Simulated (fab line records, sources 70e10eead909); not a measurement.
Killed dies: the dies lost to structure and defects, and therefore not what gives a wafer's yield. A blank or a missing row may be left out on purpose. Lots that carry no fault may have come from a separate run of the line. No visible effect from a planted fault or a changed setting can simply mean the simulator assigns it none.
Matching of chambers :: flow nandHarc :: NHARC_P_BONDPAD_DESCUM_11 on rieDiel-10: 4 sister chambers
The step chemistry O2, time 3 s. 27 wafers are shown with their chamber, then 12 later ones without.

EACH WAFER AND ITS CHAMBER
wafer: L075.1
chamber: 1
oesProductAu (a.u.): 0.994
rfVppV (V): 57.5
throttleValvePct (%): 11.304

wafer: L075.3
chamber: 0
oesProductAu (a.u.): 0.980
rfVppV (V): 58.9
throttleValvePct (%): 11.307

wafer: L075.5
chamber: 2
oesProductAu (a.u.): 0.982
rfVppV (V): 57.8
throttleValvePct (%): 11.307

wafer: L077.2
chamber: 3
oesProductAu (a.u.): 1.011
rfVppV (V): 57.5
throttleValvePct (%): 11.289

wafer: L077.3
chamber: 2
oesProductAu (a.u.): 0.992
rfVppV (V): 59.1
throttleValvePct (%): 11.305

wafer: L077.6
chamber: 1
oesProductAu (a.u.): 1.001
rfVppV (V): 58.1
throttleValvePct (%): 11.308

wafer: L078.1
chamber: 0
oesProductAu (a.u.): 0.977
rfVppV (V): 58.5
throttleValvePct (%): 11.311

wafer: L078.2
chamber: 3
oesProductAu (a.u.): 1.004
rfVppV (V): 56.5
throttleValvePct (%): 11.331

wafer: L078.3
chamber: 1
oesProductAu (a.u.): 1.001
rfVppV (V): 58.9
throttleValvePct (%): 11.304

wafer: L079.2
chamber: 1
oesProductAu (a.u.): 0.998
rfVppV (V): 57.5
throttleValvePct (%): 11.306

wafer: L079.4
chamber: 2
oesProductAu (a.u.): 0.996
rfVppV (V): 58.3
throttleValvePct (%): 11.303

wafer: L079.6
chamber: 0
oesProductAu (a.u.): 0.980
rfVppV (V): 57.6
throttleValvePct (%): 11.305

wafer: L081.1
chamber: 2
oesProductAu (a.u.): 0.989
rfVppV (V): 57.2
throttleValvePct (%): 11.320

wafer: L081.4
chamber: 3
oesProductAu (a.u.): 1.009
rfVppV (V): 56.4
throttleValvePct (%): 11.306

wafer: L081.6
chamber: 1
oesProductAu (a.u.): 0.996
rfVppV (V): 58.2
throttleValvePct (%): 11.309

wafer: L083.1
chamber: 1
oesProductAu (a.u.): 1.003
rfVppV (V): 58.1
throttleValvePct (%): 11.320

wafer: L083.2
chamber: 3
oesProductAu (a.u.): 1.012
rfVppV (V): 56.9
throttleValvePct (%): 11.330

wafer: L083.3
chamber: 2
oesProductAu (a.u.): 0.995
rfVppV (V): 58.6
throttleValvePct (%): 11.306

wafer: L084.3
chamber: 1
oesProductAu (a.u.): 1.015
rfVppV (V): 58.2
throttleValvePct (%): 11.302

wafer: L084.4
chamber: 0
oesProductAu (a.u.): 0.999
rfVppV (V): 58.4
throttleValvePct (%): 11.306

wafer: L084.5
chamber: 0
oesProductAu (a.u.): 0.996
rfVppV (V): 58.6
throttleValvePct (%): 11.320

wafer: L087.3
chamber: 0
oesProductAu (a.u.): 0.976
rfVppV (V): 59.7
throttleValvePct (%): 11.314

wafer: L087.5
chamber: 2
oesProductAu (a.u.): 0.981
rfVppV (V): 57.8
throttleValvePct (%): 11.310

wafer: L087.6
chamber: 3
oesProductAu (a.u.): 1.009
rfVppV (V): 57.7
throttleValvePct (%): 11.299

wafer: L089.2
chamber: 0
oesProductAu (a.u.): 0.992
rfVppV (V): 58.3
throttleValvePct (%): 11.307

wafer: L089.3
chamber: 1
oesProductAu (a.u.): 1.010
rfVppV (V): 58.0
throttleValvePct (%): 11.306

wafer: L089.5
chamber: 2
oesProductAu (a.u.): 0.989
rfVppV (V): 57.5
throttleValvePct (%): 11.299

SIGNATURES (means of the wafers above)
reading: oesProductAu
chamber 0: 0.98571
chamber 1: 1.00225
chamber 2: 0.98914
chamber 3: 1.00900
scatter within a chamber: 0.00708

reading: rfVppV
chamber 0: 58.571
chamber 1: 58.062
chamber 2: 58.043
chamber 3: 57.000
scatter within a chamber: 0.582

reading: throttleValvePct
chamber 0: 11.31000
chamber 1: 11.30738
chamber 2: 11.30714
chamber 3: 11.31100
scatter within a chamber: 0.00949
Rule: for each reading, subtract the chamber's mean from the wafer's reading, divide by that reading's scatter and square the result; add these up over the readings and take the root, which gives the wafer's distance from the chamber. The wafer belongs to the nearest chamber; if the next one is less than 2 further off, it can't be placed. How the scatter is found: for the shown wafers, subtract from each reading the mean of its chamber, square and add these, divide the total by (wafers less chambers), then take the root.

WAFERS MISSING THEIR CHAMBER
wafer: L088.1
oesProductAu (a.u.): 0.981
rfVppV (V): 58.7
throttleValvePct (%): 11.311

wafer: L088.4
oesProductAu (a.u.): 0.978
rfVppV (V): 57.4
throttleValvePct (%): 11.304

wafer: L088.5
oesProductAu (a.u.): 1.000
rfVppV (V): 57.4
throttleValvePct (%): 11.308

wafer: L090.2
oesProductAu (a.u.): 1.000
rfVppV (V): 57.9
throttleValvePct (%): 11.295

wafer: L090.3
oesProductAu (a.u.): 1.012
rfVppV (V): 59.3
throttleValvePct (%): 11.299

wafer: L090.6
oesProductAu (a.u.): 0.986
rfVppV (V): 58.9
throttleValvePct (%): 11.313

wafer: L091.2
oesProductAu (a.u.): 1.017
rfVppV (V): 57.3
throttleValvePct (%): 11.317

wafer: L091.4
oesProductAu (a.u.): 0.994
rfVppV (V): 56.2
throttleValvePct (%): 11.312

wafer: L091.5
oesProductAu (a.u.): 0.986
rfVppV (V): 58.7
throttleValvePct (%): 11.302

wafer: L096.2
oesProductAu (a.u.): 0.985
rfVppV (V): 57.1
throttleValvePct (%): 11.332

wafer: L096.3
oesProductAu (a.u.): 0.987
rfVppV (V): 58.8
throttleValvePct (%): 11.323

wafer: L096.5
oesProductAu (a.u.): 1.017
rfVppV (V): 57.4
throttleValvePct (%): 11.316

WHICH CHAMBER EACH WENT THROUGH
wafer: L088.1
from the rows above: can't be placed: 0 or 2
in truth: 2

wafer: L088.4
from the rows above: can't be placed: 2 or 0 or 1
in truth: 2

wafer: L088.5
from the rows above: can't be placed: 1 or 3 or 2 or 0
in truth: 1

wafer: L090.2
from the rows above: can't be placed: 1 or 2 or 3 or 0
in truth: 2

wafer: L090.3
from the rows above: can't be placed: 1 or 2 or 0 or 3
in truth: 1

wafer: L090.6
from the rows above: can't be placed: 0 or 2
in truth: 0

wafer: L091.2
from the rows above: can't be placed: 3 or 1
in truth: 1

wafer: L091.4
from the rows above: can't be placed: 3 or 2 or 1 or 0
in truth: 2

wafer: L091.5
from the rows above: can't be placed: 0 or 2 or 1
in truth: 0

wafer: L096.2
from the rows above: can't be placed: 2 or 0 or 1 or 3
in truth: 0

wafer: L096.3
from the rows above: can't be placed: 0 or 2 or 1
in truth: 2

wafer: L096.5
from the rows above: can't be placed: 3 or 1
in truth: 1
Correct placement for 0 of the 12. Cannot be placed on the basis of these rows: 12; the candidates contain the true chamber in 12. Wrongly placed: 0.
